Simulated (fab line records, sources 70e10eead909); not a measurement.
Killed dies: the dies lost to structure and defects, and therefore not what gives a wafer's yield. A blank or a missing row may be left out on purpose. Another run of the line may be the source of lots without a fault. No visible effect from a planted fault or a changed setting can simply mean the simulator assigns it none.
A struck lot beside a sound one    flow nand harc    15 out of 1302 route steps
Sound: these wafers, L102.2, L102.3, L102.6. Struck: wafers L119.3, L119.4, L119.6. At the end, the cause is stated.
Per side, at each step with rows, come the tool, then ch with its chambers, and then its first start. Under that, the readings that differ: sound wafers    struck wafers    difference of the means    sigmas: that difference in standard deviations of wafers without a fault.
alike: same words and numbers on both sides, and readings whose means sit less than 2 such deviations apart. not compared: any withheld reading, any reading some wafer has no value for, any bound like >300 that may hide the same value, and any number with overlapping values for which the record gives no deviation.
Wherever a step has rows on one side only, a row that says differs or no value, or a row with sigmas, the two part there. Numbers that don't overlap but have no deviation are shown without sigmas and don't part them. A reading that every wafer of one side lacks parts them only if that side has two wafers or more.

first, 1 step without rows for these wafers: NHARC_A_DECK1_JOINT_SRD_15.
NHARC_A_DECK1_JOINT_DEP_16: deposits SiO2, target thk 45 nm.
  sound on pecvd-04 ch 0,2, day 12 20:29; struck on pecvd-04 ch 0,2, day 19 14:53
  alike: heater power w, throttle valve pct
NHARC_A_DECK1_JOINT_THK_MEAS_17: measures by ellipsometry.
  sound: film metro-01 at day 12 20:46; struck: film metro-02 at day 19 15:07
  alike: thk nm
NHARC_A_DECK1_JOINT_INSPECT_05:
  sound: defect inspect-01 at day 12 20:48; struck: defect inspect-01 at day 19 15:08
  alike: raw defect count
next comes 1 step that has no rows for these wafers: NHARC_A_ONON_D2_DEP_00 (target thickness 1000 nm).
NHARC_A_ONON_D2_THK_MEAS_02: measures by ellipsometry.
  sound: film metro-02 at day 12 21:22; struck: film metro-02 at day 19 15:43
  alike: thk nm
next comes 1 step that has no rows for these wafers: NHARC_A_ONON_D2_DEP_03 (target thickness 1000 nm).
NHARC_A_ONON_D2_THK_MEAS_05: measures by ellipsometry.
  sound: film metro-02 at day 12 21:56; struck: film metro-02 at day 19 16:17
  alike: thk nm
next comes 1 step that has no rows for these wafers: NHARC_A_ONON_D2_DEP_06 (target thickness 1000 nm).
NHARC_A_ONON_D2_THK_MEAS_08: measures by ellipsometry.
  sound: film metro-01 at day 12 22:30; struck: film metro-02 at day 19 16:53
  alike: thk nm
next comes 1 step that has no rows for these wafers: NHARC_A_ONON_D2_DEP_09 (target thickness 1000 nm).
NHARC_A_ONON_D2_THK_MEAS_11: measures by ellipsometry.
  sound: film metro-01 at day 12 23:04; struck: film metro-02 at day 19 17:27
  alike: thk nm
NHARC_A_ONON_D2_DEP_12: target thk 1000 nm.
  sound on pecvd onon-01 ch 0, day 12 23:11; struck on pecvd onon-03 ch 0, day 19 17:37
  alike: n2o flow sccm
NHARC_A_ONON_D2_THK_MEAS_14: measures by ellipsometry.
  sound: film metro-02 at day 12 23:38; struck: film metro-02 at day 19 18:11
reading      sound        struck       difference  sigmas
thk nm (nm)  997 995 997  697 697 698  -299        -30
  not compared: hold
-- break in the record here, with 13 days between the starts of the struck wafers on either side (left off in module A_ONON_D2, picked up again in module END, where the first step shown is number 1302 on the route) --
NHARC_END_SORT_01:
  sound on prober-02 ch 0, day 24 17:09; struck on prober-02 ch 0, day 33 04:23
reading          sound     struck       difference  sigmas
killed at array  43 51 37  667 673 676  +628        +30
killed dies      45 55 47  677 677 677  +628        +30
killed short     0 0 2     4 8 2        +4          +2
  alike: killed at other, killed at periphery, killed open
  not compared: hold

== WHERE THEY PART ==
First at NHARC_A_ONON_D2_THK_MEAS_14; last, within this record, at NHARC_END_SORT_01.

WHY: the cause the simulator had injected
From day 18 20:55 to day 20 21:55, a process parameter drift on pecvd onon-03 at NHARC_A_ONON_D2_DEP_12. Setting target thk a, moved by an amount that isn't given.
